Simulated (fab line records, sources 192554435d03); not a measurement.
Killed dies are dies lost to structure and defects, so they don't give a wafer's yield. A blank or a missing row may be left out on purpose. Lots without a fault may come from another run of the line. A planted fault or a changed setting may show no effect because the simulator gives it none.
A struck lot beside a sound one | flow n5_finfet | 15 steps out of a route of 1938
Sound: wafers L634.1, L634.3, L634.6. Struck: wafers L644.1, L644.5, L644.6. The cause comes at the end.
At each step with rows: each side's tool, then ch and its chambers, then its first start. Under that, the readings that differ: sound wafers | struck wafers | difference of the means | sigmas: that difference in standard deviations of wafers without a fault.
alike: readings whose means differ by less than 2 such deviations, and words and numbers that are the same on both sides. not compared: withheld readings, readings that some wafer has no value for, bounds like >300 that may hide the same value, and numbers for which the record gives no deviation and whose values overlap.
The two part at a step that has a row with sigmas, a row that says differs or no value, or rows on one side only. Numbers that don't overlap but have no deviation are shown without sigmas and don't part them. A reading that every wafer of one side lacks parts them only if that side has two wafers or more.

first, 1 step without rows for these wafers: N5_BEOL_M9_DEVELOP_27 (develop time 30 s).
N5_BEOL_M9_CD_MEAS_28: target cd 70 nm.
  sound on cd_sem-02 ch 0, day 10 04:07; struck on cd_sem-01 ch 0, day 11 22:54
  alike: cd_nm
N5_BEOL_M9_OVL_MEAS_29:
  sound on overlay-02 ch 0, day 10 04:09; struck on overlay-02 ch 0, day 11 22:56
  alike: V8_OVL
N5_BEOL_M9_INSPECT_30: inspects for defects (brightfield).
  sound on defect_inspect-02, day 10 04:13; struck on defect_inspect-01, day 11 22:59
  alike: raw_defect_count
N5_BEOL_M9_DESCUM_33: chemistry O2, time 7 s.
  sound on rie_diel-03 ch 0,3, day 10 04:15; struck on rie_diel-03 ch 0,3, day 11 23:01
  alike: chamber_pressure_mTorr, drypump_motor_current_A, oes_product_au, rf_vpp_V, showerhead_plenum_p_Torr, throttle_valve_pct
  not compared: rf_hours_counter_h
then, 1 step without rows for these wafers: N5_BEOL_M9_ETCH_76 (etches underlayer in N2/H2, target depth 6.5 nm, time 5.2 s).
N5_BEOL_M9_ETCH_65: etches SiARC in CF4, target depth 15.6 nm, time 26 s.
  sound on rie_diel-03 ch 0,3, day 10 04:18; struck on rie_diel-03 ch 0,3, day 11 23:04
  alike: cf4_flow_sccm, chamber_pressure_mTorr, drypump_motor_current_A, etch_rf_on_time_s, oes_product_au, rf_vpp_V, showerhead_plenum_p_Torr, throttle_valve_pct
  not compared: rf_hours_counter_h
N5_BEOL_M9_ETCH_66: etches SOC in N2/H2, target depth 80 nm, overetch 16 nm, time 120 s.
  sound on rie_diel-03 ch 0,3, day 10 04:20; struck on rie_diel-03 ch 0,3, day 11 23:06
  alike: chamber_pressure_mTorr, drypump_motor_current_A, oes_product_au, rf_vpp_V, showerhead_plenum_p_Torr, throttle_valve_pct
  not compared: rf_hours_counter_h
then, 2 steps without rows for these wafers: N5_BEOL_M9_STRIP_69 (strips in N2/H2); N5_BEOL_M9_STRIP_77 (strips in N2/H2).
N5_BEOL_M9_VIA_ETCH_34: etches SiCOH lowk in C4F6/O2, target depth 182.4 nm, time 68.4 s.
  sound on rie_diel-03 ch 0,3, day 10 04:26; struck on rie_diel-03 ch 0,3, day 11 23:12
  alike: chamber_pressure_mTorr, drypump_motor_current_A, oes_product_au, rf_vpp_V, showerhead_plenum_p_Torr, throttle_valve_pct
  not compared: rf_hours_counter_h
then, 1 step without rows for these wafers: N5_BEOL_M9_STRIP_73 (strips in C4F6/O2).
N5_BEOL_M9_STRIP_36: strips in N2/H2.
  sound on rie_diel-03 ch 0,3, day 10 04:29; struck on rie_diel-03 ch 0,3, day 11 23:16
  reading     | sound             | struck            | difference | sigmas
  power_w (W) | 448.8 447.6 449.9 | 416.6 417.6 416.3 | -31.9      | -23
  alike: chamber_pressure_mTorr, drypump_motor_current_A, oes_product_au, rf_vpp_V, showerhead_plenum_p_Torr, throttle_valve_pct
  not compared: rf_hours_counter_h
N5_BEOL_M9_TRENCH_ETCH_37: etches SiCOH lowk in C4F6/O2, target depth 151.43 nm, time 49 s.
  sound on rie_diel-03 ch 0,3; struck on rie_diel-03 ch 0,3
  alike: chamber_pressure_mTorr, drypump_motor_current_A, oes_product_au, rf_vpp_V, showerhead_plenum_p_Torr, throttle_valve_pct
  not compared: rf_hours_counter_h
-- the record jumps here: 3 days lie between the struck wafers' starts before and after (it left off in module BEOL_M9 and takes up again in module PASSIVATION, whose first step shown is number 1936 of the route) --
N5_PASSIVATION_PROBE_49:
  the record has rows for the struck wafers here (prober-01, day 14 16:29) and none for the sound ones

WHERE THEY PART
First at N5_BEOL_M9_STRIP_36; last, within this record, at N5_PASSIVATION_PROBE_49.

WHY: what the simulator had put in
Process parameter drift: rie_diel-03, from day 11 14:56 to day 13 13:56, at N5_BEOL_M9_STRIP_36. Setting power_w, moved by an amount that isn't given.
